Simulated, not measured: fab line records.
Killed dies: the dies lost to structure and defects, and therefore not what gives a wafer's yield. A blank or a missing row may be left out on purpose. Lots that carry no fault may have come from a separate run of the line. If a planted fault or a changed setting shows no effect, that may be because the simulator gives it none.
fab line records ; flow n5_finfet ; part 1 of 2: steps 1 to 5 of 8
record: lots: 14; wafers: 42; last_day: 18
route steps=1938 shown BEOL_M2@843 BEOL_M4@1111
lots untouched by any fault: they come from a run of this same line in which no faults occurred
start_h: hours from the record's opening day to when the first of the lot's shown wafers began ; wait_h: hours from the lot's prior step to this one ; " as in the row above ; L1.1+2: several wafers, shown together as one row ; - no value present, or no start provided ; * or withheld: withheld ; < > ~ a bound
route shown NAME@n: NAME is a module with steps in the file, n the number in the route of the first one ; usual: mean and standard deviation over wafers with no fault ; same: alike in all rows ; chamber/n: place in a boat ; sites: per-site readings ; _std_site: their standard deviation ; _edge_site: mean of outer sites minus mean of inner sites ; radius_mm: how far each site lies from the wafer's centre ; mask NAME#n: copy n ; behind: the most recent tool/chamber to have shaped the wafer ; hold: the reason the lot was held/the length of the hold in hours/how it ended ; device: names the non-switching transistor (n, p or np) ; end of line: at the end of the route, the tests of the same wafers ; a step given without rows: its recipe and nothing more ; killed: the dies lost at the first sort to structure and to defects; this is not the yield of the wafer ; map: the dies of a wafer, with x for killed, . for not killed, _ for no die there
set.NAME: the setting as run; set.NAME@STEP: as run at that earlier step ; model.NAME: the simulator's own value behind a step, which no gauge read
one table for each step of the route and one row for each wafer, over a sample of lots
services: from which hour (start_h, from the record's first day; less than 0 if before it) a tool's chamber was out of use, for how many hours, and why
== steps ==
step: N5_BEOL_M2_PECVD_72
recipe: material: SiO2; target_thk_a: 160; temp_c: 400; precursor: TEOS/O2; pressure_torr: 5.5; rf_w: 450; teos_flow_sccm: 53.8; gas: O2; flow_sccm: 3000; time_s: 18
usual: heater_power_outer_w: 427/61; heater_power_w: 712/79; showerhead_plenum_p_Torr: 8.74/0.046; showerhead_vpp_V: 1273/42; throttle_valve_pct: 21.9/1.3
same: time_s: 18
lot.wafer;tool;chamber;start_h;wait_h;heater_power_outer_w;heater_power_w;showerhead_plenum_p_Torr;showerhead_vpp_V;throttle_valve_pct
L317.4;pecvd-02;2;131.24;0.1;381;670;8.68;1254;20.8
L317.5;pecvd-02;0;131.24;0.1;469;687;8.80;1330;20.7
L317.6;pecvd-02;1;131.24;0.1;486;823;8.74;1231;22.0
L319.2;pecvd-01;2;151.99;0.0;454;790;8.68;1289;20.8
L319.3;pecvd-01;0;151.99;0.0;431;695;8.78;1291;23.7
L319.6;pecvd-01;1;151.99;0.0;333;595;8.72;1252;22.6
L324.3;pecvd-01;0;176.14;0.1;344;586;8.76;1242;23.8
L324.5;pecvd-01;2;176.14;0.1;377;708;8.67;1269;21.1
L324.6;pecvd-01;0;176.14;0.1;329;588;8.78;1268;23.9
L326.3;pecvd-01;2;205.50;0.0;354;695;8.68;1285;20.8
L326.4;pecvd-01;2;205.50;0.0;369;680;8.68;1318;21.0
L326.5;pecvd-01;0;205.50;0.0;413;695;8.78;1261;24.0
L327.4;pecvd-02;0;209.22;0.1;487;717;8.80;1328;21.2
L327.5;pecvd-02;2;209.22;0.1;333;602;8.70;1233;21.1
L327.6;pecvd-02;1;209.22;0.1;417;749;8.74;1220;22.1
L329.1;pecvd-02;1;214.35;0.0;451;765;8.75;1233;22.0
L329.3;pecvd-02;2;214.35;0.0;355;601;8.69;1234;21.3
L329.5;pecvd-02;2;214.35;0.0;352;611;8.69;1222;21.1
L331.2;pecvd-03;1;215.61;0.0;480;806;8.76;1295;21.5
L331.3;pecvd-03;0;215.61;0.0;407;634;8.85;1218;25.2
L331.6;pecvd-03;1;215.61;0.0;465;804;8.75;1287;21.7
L328.3;pecvd-01;2;217.47;0.0;409;748;8.69;1305;21.1
L328.5;pecvd-01;1;217.47;0.0;380;652;8.72;1236;22.5
L328.6;pecvd-01;0;217.47;0.0;427;694;8.74;1264;23.8
L330.1;pecvd-03;1;224.87;0.0;508;829;8.78;1290;21.2
L330.3;pecvd-03;0;224.87;0.0;448;695;8.83;1220;25.1
L330.4;pecvd-03;0;224.87;0.0;449;686;8.83;1216;25.5
L333.3;pecvd-02;0;231.00;0.0;510;739;8.79;1345;21.1
L333.4;pecvd-02;1;231.00;0.0;480;842;8.74;1232;22.2
L333.5;pecvd-02;2;231.00;0.0;303;541;8.70;1281;21.1
L332.1;pecvd-02;1;232.00;0.0;465;775;8.74;1212;22.2
L332.2;pecvd-02;0;232.00;0.0;481;754;8.79;1358;21.1
L332.4;pecvd-02;0;232.00;0.0;479;726;8.78;1359;21.6
L337.1;pecvd-03;2;258.67;0.0;503;803;8.80;1301;20.2
L337.5;pecvd-03;0;258.67;0.0;454;712;8.85;1236;25.2
L337.6;pecvd-03;2;258.67;0.0;503;803;8.77;1309;20.0
L338.3;pecvd-02;2;260.58;0.0;314;563;8.69;1240;21.3
L338.4;pecvd-02;1;260.58;0.0;439;756;8.73;1216;21.8
L338.5;pecvd-02;0;260.58;0.0;497;727;8.79;1361;21.3
L339.1;pecvd-03;0;271.34;0.0;422;644;8.84;1232;25.2
L339.3;pecvd-03;2;271.34;0.0;484;768;8.79;1294;20.1
L339.6;pecvd-03;2;271.34;0.0;496;758;8.80;1282;20.2
step: N5_BEOL_M2_ETCH_63
recipe: chemistry: CF4; target: SiARC; target_depth_a: 156; mask_material: CAR-EUV; time_s: 26; ion_energy_ev: 80; pressure_mtorr: 40; source_w: 545; bias_w: 36; Ar_flow_sccm: 100; cf4_flow_sccm: 100; ends: cleared
usual: bias_w: 36.00/0.11; cf4_flow_sccm: 100.02/0.28; drypump_motor_current_A: 5.8/0.46; etch_rf_on_time_s: 26.3/0.56; oes_product_au: 0.65/0.067; rf_vpp_V: 184.7/0.86; showerhead_plenum_p_Torr: 2.19/0.042; throttle_valve_pct: 15.56/0.17
lot.wafer;tool;chamber;start_h;wait_h;bias_w;cf4_flow_sccm;drypump_motor_current_A;etch_rf_on_time_s;oes_product_au;rf_hours_counter_h;rf_vpp_V;showerhead_plenum_p_Torr;throttle_valve_pct
L317.4;rie_diel-05;3;134.94;0.0;35.98;99.79;6.1;26.1;0.61;185;185.8;2.21;15.63
L317.5;rie_diel-05;2;134.94;0.0;35.98;99.65;5.9;26.9;0.62;-;184.6;2.21;15.39
L317.6;rie_diel-05;1;134.94;0.0;35.90;100.29;6.1;27.2;0.59;-;184.6;2.22;15.75
L319.2;rie_diel-05;2;155.84;0.0;35.89;100.27;5.9;26.5;0.62;205;183.8;2.21;15.39
L319.3;rie_diel-05;1;155.84;0.0;36.20;100.45;6.1;27.1;0.59;190;184.5;2.21;15.74
L319.6;rie_diel-05;1;155.84;0.0;35.99;99.67;6.1;26.9;0.59;-;185.0;2.21;15.76
L324.3;rie_diel-01;2;177.74;0.0;36.05;100.00;5.9;26.5;0.58;242;186.3;2.18;15.46
L324.5;rie_diel-01;3;177.74;0.0;35.98;100.14;5.7;25.5;0.76;-;183.7;2.17;15.69
L324.6;rie_diel-01;0;177.74;0.0;36.08;99.98;5.5;26.1;0.58;-;186.1;2.19;15.73
L326.3;rie_diel-05;1;208.94;0.0;-;-;-;-;-;-;-;-;-
L326.4;rie_diel-05;0;208.94;0.0;-;-;-;-;-;-;-;-;-
L326.5;rie_diel-05;0;208.94;0.0;-;-;-;-;-;-;-;-;-
L327.4;rie_diel-04;1;212.37;0.0;-;-;-;-;-;-;-;-;-
L327.5;rie_diel-04;1;212.37;0.0;-;-;-;-;-;-;-;-;-
L327.6;rie_diel-04;2;212.37;0.0;-;-;-;-;-;-;-;-;-
L329.1;rie_diel-04;2;216.03;0.0;35.88;99.41;5.0;26.8;0.76;32;184.9;2.18;15.60
L329.3;rie_diel-04;1;216.03;0.0;36.13;100.09;5.6;25.7;0.66;133;185.0;2.15;15.46
L329.5;rie_diel-04;0;216.03;0.0;36.10;100.26;6.6;25.8;0.71;-;185.2;2.25;15.31
L331.2;rie_diel-04;3;217.47;0.0;35.89;99.64;4.9;25.7;0.69;104;183.8;2.08;15.71
L331.3;rie_diel-04;1;217.47;0.0;36.04;99.86;5.6;25.6;0.66;133;183.8;2.15;15.47
L331.6;rie_diel-04;0;217.47;0.0;36.13;99.84;6.7;25.4;0.73;-;185.7;2.25;15.30
L328.3;rie_diel-05;1;218.45;0.0;-;-;-;-;-;-;-;-;-
L328.5;rie_diel-05;1;218.45;0.0;-;-;-;-;-;-;-;-;-
L328.6;rie_diel-05;2;218.45;0.0;-;-;-;-;-;-;-;-;-
L330.1;rie_diel-04;0;225.49;0.0;35.94;99.81;6.7;25.6;0.71;72;184.9;2.25;15.33
L330.3;rie_diel-04;1;225.49;0.0;36.03;100.39;5.7;25.7;0.66;136;183.5;2.15;15.46
L330.4;rie_diel-04;2;225.49;0.0;36.09;99.44;5.0;27.0;0.75;35;184.0;2.18;15.61
L333.3;rie_diel-01;3;232.62;0.0;35.94;100.53;5.7;25.9;0.73;55;184.7;2.17;15.71
L333.4;rie_diel-01;2;232.62;0.0;35.91;99.68;5.8;26.5;0.82;-;184.4;2.18;15.03
L333.5;rie_diel-01;1;232.62;0.0;36.07;99.75;6.0;26.6;0.63;-;185.5;2.22;15.47
L332.1;rie_diel-01;3;233.62;0.0;36.09;100.20;5.8;25.5;0.74;55;185.0;2.17;15.72
L332.2;rie_diel-01;2;233.62;0.0;35.97;99.96;5.8;26.2;0.82;7;183.3;2.18;15.01
L332.4;rie_diel-01;3;233.62;0.0;36.18;99.65;5.7;25.7;0.73;-;185.2;2.17;15.72
L337.1;rie_diel-05;3;262.28;0.0;35.97;99.77;6.1;26.4;0.58;229;184.4;2.20;15.72
L337.5;rie_diel-05;1;262.28;0.0;35.95;99.91;6.1;26.7;0.57;-;184.1;2.20;15.83
L337.6;rie_diel-05;0;262.28;0.0;36.17;99.50;5.6;26.0;0.63;-;184.2;2.21;15.69
L338.3;rie_diel-05;0;262.51;0.0;36.04;99.92;5.6;26.4;0.63;196;185.0;2.21;15.66
L338.4;rie_diel-05;2;262.51;0.0;36.01;99.72;5.9;27.0;0.58;242;184.1;2.20;15.47
L338.5;rie_diel-05;1;262.51;0.0;36.01;100.32;6.1;26.9;0.56;-;184.5;2.20;15.83
L339.1;rie_diel-04;1;274.59;0.0;35.89;100.35;5.6;25.9;0.64;152;184.7;2.14;15.50
L339.3;rie_diel-04;2;274.59;0.0;36.02;100.02;5.0;26.9;0.73;54;185.0;2.17;15.65
L339.6;rie_diel-04;0;274.59;0.0;35.96;99.92;6.7;25.2;0.70;-;185.1;2.25;15.34
step: N5_BEOL_M2_ETCH_64
recipe: chemistry: N2/H2; target: SOC; target_depth_a: 750; overetch_a: 225; mask_material: SiARC; temp_c: 40; time_s: 121.9; ion_energy_ev: 200; pressure_mtorr: 30; source_w: 840; bias_w: 150; n2_flow_sccm: 200; h2_flow_sccm: 200
usual: bias_w: 150.1/0.45; chamber_pressure_mTorr: 30.000/0.028; drypump_motor_current_A: 5.8/0.46; oes_product_au: 0.58/0.056; rf_vpp_V: 525.7/1.7; showerhead_plenum_p_Torr: 2.60/0.057; throttle_valve_pct: 17.74/0.22
same: time_s: 121.9
lot.wafer;tool;chamber;start_h;wait_h;bias_w;chamber_pressure_mTorr;drypump_motor_current_A;oes_product_au;rf_hours_counter_h;rf_vpp_V;showerhead_plenum_p_Torr;throttle_valve_pct
L317.4;rie_diel-05;3;134.97;0.0;150.4;29.962;6.1;0.55;185;527.0;2.65;17.92
L317.5;rie_diel-05;2;134.97;0.0;150.4;30.026;5.9;0.55;-;527.8;2.62;17.43
L317.6;rie_diel-05;1;134.97;0.0;150.4;29.971;6.1;0.53;-;526.6;2.64;17.88
L319.2;rie_diel-05;2;155.87;0.0;149.7;30.025;5.9;0.55;205;525.8;2.62;17.46
L319.3;rie_diel-05;1;155.87;0.0;150.2;30.015;6.1;0.53;190;525.4;2.64;17.90
L319.6;rie_diel-05;1;155.87;0.0;150.6;29.950;6.1;0.53;-;526.6;2.64;17.88
L324.3;rie_diel-01;2;177.77;0.0;150.2;30.003;5.8;0.53;242;525.2;2.61;17.70
L324.5;rie_diel-01;3;177.77;0.0;150.1;29.985;5.7;0.67;-;524.8;2.58;17.99
L324.6;rie_diel-01;0;177.77;0.0;150.3;30.018;5.5;0.52;-;525.2;2.59;17.73
L326.3;rie_diel-05;1;208.97;0.0;150.0;29.986;6.1;0.26;209;525.3;2.63;17.88
L326.4;rie_diel-05;0;208.97;0.0;150.8;29.991;5.5;0.29;173;526.4;2.65;17.81
L326.5;rie_diel-05;0;208.97;0.0;149.5;29.997;5.6;0.29;-;526.5;2.65;17.82
L327.4;rie_diel-04;1;212.40;0.0;150.3;30.080;5.6;0.29;131;524.3;2.54;17.51
L327.5;rie_diel-04;1;212.40;0.0;150.7;30.063;5.6;0.29;-;523.6;2.54;17.51
L327.6;rie_diel-04;2;212.40;0.0;149.2;30.037;5.0;0.34;-;524.8;2.59;17.87
L329.1;rie_diel-04;2;216.05;0.0;149.6;29.988;5.0;0.69;32;523.6;2.59;17.92
L329.3;rie_diel-04;1;216.05;0.0;150.5;30.036;5.6;0.59;133;525.4;2.54;17.57
L329.5;rie_diel-04;0;216.05;0.0;149.9;29.979;6.7;0.63;-;528.0;2.67;17.34
L331.2;rie_diel-04;3;217.50;0.0;150.4;29.971;4.9;0.62;104;521.0;2.45;17.91
L331.3;rie_diel-04;1;217.50;0.0;150.6;30.024;5.7;0.59;134;524.7;2.54;17.54
L331.6;rie_diel-04;0;217.50;0.0;149.9;30.020;6.7;0.62;-;526.8;2.67;17.34
L328.3;rie_diel-05;1;218.47;0.0;151.0;29.961;6.1;0.25;214;525.4;2.63;17.88
L328.5;rie_diel-05;1;218.47;0.0;150.6;29.989;6.1;0.26;-;525.9;2.63;17.90
L328.6;rie_diel-05;2;218.47;0.0;150.0;30.004;5.9;0.27;-;526.4;2.61;17.45
L330.1;rie_diel-04;0;225.52;0.0;150.0;29.980;6.7;0.63;72;529.4;2.67;17.35
L330.3;rie_diel-04;1;225.52;0.0;150.9;30.015;5.7;0.58;136;524.1;2.53;17.56
L330.4;rie_diel-04;2;225.52;0.0;149.5;30.002;5.0;0.68;35;524.8;2.59;17.89
L333.3;rie_diel-01;3;232.65;0.0;149.9;29.972;5.7;0.65;55;524.0;2.58;18.04
L333.4;rie_diel-01;2;232.65;0.0;149.7;30.011;5.8;0.73;-;526.0;2.61;17.33
L333.5;rie_diel-01;1;232.65;0.0;150.6;29.998;6.1;0.56;-;527.2;2.66;17.75
L332.1;rie_diel-01;3;233.65;0.0;150.3;29.997;5.7;0.65;55;524.7;2.58;18.03
L332.2;rie_diel-01;2;233.65;0.0;149.6;29.986;5.8;0.73;7;525.7;2.61;17.33
L332.4;rie_diel-01;3;233.65;0.0;150.3;30.005;5.8;0.65;-;524.5;2.58;18.03
L337.1;rie_diel-05;3;262.31;0.0;149.8;30.034;6.1;0.52;229;526.4;2.63;18.01
L337.5;rie_diel-05;1;262.31;0.0;149.2;30.002;6.1;0.51;-;524.2;2.62;17.96
L337.6;rie_diel-05;0;262.31;0.0;150.2;30.030;5.6;0.56;-;527.5;2.64;17.89
L338.3;rie_diel-05;0;262.54;0.0;151.0;29.947;5.6;0.56;196;528.3;2.64;17.90
L338.4;rie_diel-05;2;262.54;0.0;148.9;29.968;5.9;0.54;242;526.8;2.60;17.53
L338.5;rie_diel-05;1;262.54;0.0;150.2;29.961;6.0;0.51;-;526.2;2.62;17.98
L339.1;rie_diel-04;1;274.61;0.0;149.6;30.000;5.7;0.56;152;522.3;2.53;17.59
L339.3;rie_diel-04;2;274.61;0.0;149.8;29.998;5.0;0.66;54;525.2;2.58;17.95
L339.6;rie_diel-04;0;274.61;0.0;151.5;29.969;6.7;0.62;-;527.6;2.66;17.39
step: N5_BEOL_M2_STRIP_66
recipe: chemistry: CF4; resist: SiARC; power_w: 300; bias_power_w: 75; pressure_mtorr: 50; cf4_flow_sccm: 150; rf_frequency_hz: 6e+07
usual: drypump_motor_current_A: 5.8/0.46; oes_product_au: 0.76/0.073; rf_vpp_V: 272.0/1.2; showerhead_plenum_p_Torr: 1.83/0.037; throttle_valve_pct: 13.54/0.18
lot.wafer;tool;chamber;start_h;wait_h;drypump_motor_current_A;oes_product_au;rf_hours_counter_h;rf_vpp_V;showerhead_plenum_p_Torr;throttle_valve_pct
L317.4;rie_diel-05;3;135.10;0.0;6.1;0.71;185;274.0;1.85;13.61
L317.5;rie_diel-05;2;135.10;0.0;5.9;0.73;-;272.6;1.84;13.33
L317.6;rie_diel-05;1;135.10;0.0;6.1;0.70;-;272.6;1.86;13.75
L319.2;rie_diel-05;2;156.00;0.0;5.9;0.72;205;272.6;1.84;13.38
L319.3;rie_diel-05;1;156.00;0.0;6.1;0.70;190;272.9;1.86;13.74
L319.6;rie_diel-05;1;156.00;0.0;6.1;0.69;-;273.6;1.86;13.76
L324.3;rie_diel-01;2;177.90;0.0;5.9;0.67;242;271.6;1.82;13.49
L324.5;rie_diel-01;3;177.90;0.0;5.8;0.87;-;272.1;1.81;13.57
L324.6;rie_diel-01;0;177.90;0.0;5.5;0.68;-;271.4;1.84;13.76
L326.3;rie_diel-05;1;209.10;0.0;6.0;0.68;209;272.4;1.85;13.80
L326.4;rie_diel-05;0;209.10;0.0;5.6;0.75;173;271.8;1.86;13.65
L326.5;rie_diel-05;0;209.10;0.0;5.6;0.75;-;272.6;1.86;13.67
L327.4;rie_diel-04;1;212.53;0.0;5.6;0.76;131;269.6;1.80;13.44
L327.5;rie_diel-04;1;212.53;0.0;5.6;0.76;-;269.2;1.80;13.45
L327.6;rie_diel-04;2;212.53;0.0;5.0;0.89;-;270.9;1.83;13.56
L329.1;rie_diel-04;2;216.19;0.0;5.0;0.89;32;271.8;1.83;13.54
L329.3;rie_diel-04;1;216.19;0.0;5.7;0.76;133;271.9;1.80;13.45
L329.5;rie_diel-04;0;216.19;0.0;6.7;0.82;-;272.7;1.90;13.31
L331.2;rie_diel-04;3;217.63;0.0;4.9;0.80;104;269.7;1.74;13.65
L331.3;rie_diel-04;1;217.63;0.0;5.7;0.75;134;271.8;1.80;13.44
L331.6;rie_diel-04;0;217.63;0.0;6.7;0.82;-;271.5;1.89;13.30
L328.3;rie_diel-05;1;218.61;0.0;6.1;0.68;214;271.9;1.85;13.83
L328.5;rie_diel-05;1;218.61;0.0;6.0;0.68;-;273.1;1.85;13.81
L328.6;rie_diel-05;2;218.61;0.0;5.9;0.70;-;272.0;1.83;13.40
L330.1;rie_diel-04;0;225.65;0.0;6.7;0.82;72;274.0;1.89;13.29
L330.3;rie_diel-04;1;225.65;0.0;5.7;0.76;136;269.9;1.80;13.44
L330.4;rie_diel-04;2;225.65;0.0;5.0;0.88;36;271.6;1.83;13.55
L333.3;rie_diel-01;3;232.78;0.0;5.7;0.84;55;270.6;1.81;13.61
L333.4;rie_diel-01;2;232.78;0.0;5.9;0.95;-;271.9;1.82;12.98
L333.5;rie_diel-01;1;232.78;0.0;6.1;0.74;-;271.9;1.86;13.51
L332.1;rie_diel-01;3;233.78;0.0;5.7;0.84;55;272.5;1.81;13.63
L332.2;rie_diel-01;2;233.78;0.0;5.8;0.95;7;274.0;1.82;12.99
L332.4;rie_diel-01;3;233.78;0.0;5.7;0.84;-;271.6;1.81;13.62
L337.1;rie_diel-05;3;262.44;0.0;6.1;0.68;229;272.5;1.84;13.74
L337.5;rie_diel-05;1;262.44;0.0;6.1;0.66;-;272.6;1.84;13.84
L337.6;rie_diel-05;0;262.44;0.0;5.6;0.73;-;272.8;1.85;13.72
L338.3;rie_diel-05;0;262.68;0.0;5.5;0.73;196;270.9;1.85;13.71
L338.4;rie_diel-05;2;262.68;0.0;5.9;0.70;242;273.2;1.83;13.43
L338.5;rie_diel-05;1;262.68;0.0;6.1;0.67;-;273.0;1.84;13.86
L339.1;rie_diel-04;1;274.75;0.0;5.7;0.74;152;271.8;1.79;13.49
L339.3;rie_diel-04;2;274.75;0.0;5.0;0.85;54;270.6;1.83;13.60
L339.6;rie_diel-04;0;274.75;0.0;6.6;0.80;-;273.4;1.89;13.34
step: N5_BEOL_M2_HM_OPEN_17
recipe: chemistry: Cl2/BCl3; target_depth_a: 200; overetch_a: 60; target: TiN; mask_material: SOC; ion_energy_ev: 150; pressure_mtorr: 10; icp_w: 1000; bias_w: 126; Cl2_flow_sccm: 53.25; bcl3_flow_sccm: 21.75; Ar_flow_sccm: 25
usual: drypump_motor_current_A: 5.93/0.21; oes_product_au: 0.67/0.088; throttle_valve_pct: 22.02/0.14
lot.wafer;tool;chamber;start_h;wait_h;drypump_motor_current_A;oes_product_au;rf_hours_counter_h;throttle_valve_pct
L317.4;rie_metal-01;1;136.78;1.7;6.18;0.61;-;22.09
L317.5;rie_metal-01;0;136.78;1.7;5.80;0.55;-;22.10
L317.6;rie_metal-01;1;136.78;1.7;6.18;0.60;-;22.12
L319.2;rie_metal-02;0;156.04;0.0;5.67;0.71;26;22.19
L319.3;rie_metal-02;0;156.04;0.0;5.69;0.72;-;22.19
L319.6;rie_metal-02;1;156.04;0.0;6.17;0.65;-;21.95
L324.3;rie_metal-01;0;177.97;0.1;5.85;0.55;-;22.12
L324.5;rie_metal-01;1;177.97;0.1;6.20;0.61;-;22.10
L324.6;rie_metal-01;0;177.97;0.1;5.84;0.55;-;22.10
L326.3;rie_metal-02;0;209.17;0.1;5.65;0.30;-;22.86
L326.4;rie_metal-02;1;209.17;0.1;6.16;0.28;-;22.61
L326.5;rie_metal-02;0;209.17;0.1;5.67;0.31;-;22.84
L327.4;rie_metal-02;0;212.60;0.1;5.65;0.31;-;22.86
L327.5;rie_metal-02;1;212.60;0.1;6.14;0.28;-;22.61
L327.6;rie_metal-02;0;212.60;0.1;5.63;0.30;-;22.87
L329.1;rie_metal-03;0;216.23;0.0;5.99;0.82;2;22.04
L329.3;rie_metal-03;0;216.23;0.0;6.01;0.82;-;22.01
L329.5;rie_metal-03;1;216.23;0.0;5.74;0.72;-;21.82
L331.2;rie_metal-03;1;217.67;0.0;5.74;0.73;21;21.84
L331.3;rie_metal-03;0;217.67;0.0;6.02;0.82;-;22.05
L331.6;rie_metal-03;1;217.67;0.0;5.76;0.73;-;21.83
L328.3;rie_metal-02;1;218.68;0.1;6.13;0.27;-;22.62
L328.5;rie_metal-02;0;218.68;0.1;5.67;0.30;-;22.86
L328.6;rie_metal-02;1;218.68;0.1;6.13;0.27;-;22.62
L330.1;rie_metal-02;0;225.69;0.0;5.67;0.70;33;22.19
L330.3;rie_metal-02;0;225.69;0.0;5.65;0.69;-;22.22
L330.4;rie_metal-02;1;225.69;0.0;6.17;0.63;-;21.96
L333.3;rie_metal-01;0;232.85;0.1;5.78;0.53;-;22.13
L333.4;rie_metal-01;1;232.85;0.1;6.20;0.59;-;22.14
L333.5;rie_metal-01;0;232.85;0.1;5.84;0.54;-;22.14
L332.1;rie_metal-03;0;233.83;0.0;6.00;0.80;4;22.01
L332.2;rie_metal-03;1;233.83;0.0;5.75;0.72;23;21.82
L332.4;rie_metal-03;1;233.83;0.0;5.75;0.73;-;21.83
L337.1;rie_metal-01;1;262.48;0.0;6.26;0.58;91;22.13
L337.5;rie_metal-01;1;262.48;0.0;6.26;0.58;-;22.15
L337.6;rie_metal-01;1;262.48;0.0;6.18;0.58;-;22.16
L338.3;rie_metal-02;1;262.75;0.1;6.14;0.63;-;21.98
L338.4;rie_metal-02;0;262.75;0.1;5.67;0.68;-;22.21
L338.5;rie_metal-02;1;262.75;0.1;6.13;0.63;-;21.97
L339.1;rie_metal-01;1;274.80;0.0;6.18;0.59;92;22.14
L339.3;rie_metal-01;1;274.80;0.0;6.18;0.58;-;22.15
L339.6;rie_metal-01;0;274.80;0.0;5.78;0.83;-;21.69
== key ==
first_sign: step: N5_BEOL_M2_ETCH_63; reading: tool_record; direction: missing
effect: step: N5_BEOL_M2_ETCH_64; reading: oes_product_au; direction: down; sigmas: 5.4; usual: 0.58; struck: 0.28
effect: step: N5_BEOL_M2_HM_OPEN_17; reading: oes_product_au; direction: down; sigmas: 4.3; usual: 0.67; struck: 0.29
effect: step: N5_BEOL_M2_CD_MEAS_18; reading: cd_nm; direction: missing
met_at N5_BEOL_M2_ETCH_63
struck_lots L326,L327,L328
later_rows_left_out L326.3,L326.4,L326.5,L327.4,L327.5,L327.6,L328.3,L328.5,L328.6
sort_left_out L326.3,L326.4,L326.5,L327.4,L327.5,L327.6,L328.3,L328.5,L328.6
not_acting_at N5_BEOL_M2_PECVD_72,N5_BEOL_M2_STRIP_66,N5_BEOL_M2_STRIP_19
onset_between 155.84 208.94
fault: kind: skipped_step_whole; tool: rie_diel-04,rie_diel-05; chamber: -; onset_h: 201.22; steps: N5_BEOL_M2_ETCH_63; scope: struck_lots_only
sort_left_out: the simulated sort isn't trusted on such a fault, so these wafers' sort isn't shown, and their yield isn't known
later_rows_left_out: the simulator's readings of these wafers behind a module that went badly wrong aren't trusted and aren't shown, but for the sort
